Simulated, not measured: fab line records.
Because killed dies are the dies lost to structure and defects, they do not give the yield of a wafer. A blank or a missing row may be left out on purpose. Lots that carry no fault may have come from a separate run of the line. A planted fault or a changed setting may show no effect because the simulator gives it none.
Matching of chambers ; flow nandHarc ; NHARC_A_STAIRCASE_DEP_151 on pecvd-01: 3 sister chambers
The step deposits SiO2, target thk 3800 nm. 6 wafers are shown with their chamber, then 10 later ones without.

WAFERS, EACH WITH ITS CHAMBER
wafer;chamber;heaterPowerW (W)
L086.5;0;631
L089.1;2;794
L089.4;1;658
L089.5;0;617
L088.2;2;681
L088.4;1;668

WAFERS WHOSE CHAMBER IS MISSING
wafer;heaterPowerW (W)
L088.5;625
L091.3;829
L091.4;655
L091.5;630
L092.3;680
L092.4;687
L092.6;659
L096.3;811
L096.4;670
L096.5;621

WHICH CHAMBER EACH WENT THROUGH
wafer;from the rows above;in truth
L088.5;can't be placed: 0 or 1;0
L091.3;can't be placed: 2 or 1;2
L091.4;can't be placed: 1 or 0 or 2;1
L091.5;can't be placed: 0 or 1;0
L092.3;can't be placed: 1 or 0 or 2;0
L092.4;can't be placed: 1 or 2 or 0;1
L092.6;can't be placed: 1 or 0 or 2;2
L096.3;can't be placed: 2 or 1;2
L096.4;can't be placed: 1 or 0 or 2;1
L096.5;can't be placed: 0 or 1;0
Correctly placed: 0 of 10. From these rows, 10 cannot be placed; in 10 the true chamber is one of the candidates. Placed wrongly: 0.
How it was worked out, from the rows above alone: a wafer's distance from a chamber is the root of the sum, over the readings, of the square of ((its reading less the chamber's mean) divided by the reading's scatter). If the next closest chamber is less than 2 further off than the closest, the wafer can't be placed; otherwise it belongs to the closest. The mean given for a chamber averages the wafers shown for that chamber. The scatter is the square root of a quotient: the sum, over the shown wafers, of each reading's squared deviation from its chamber's mean, divided by wafers minus chambers.
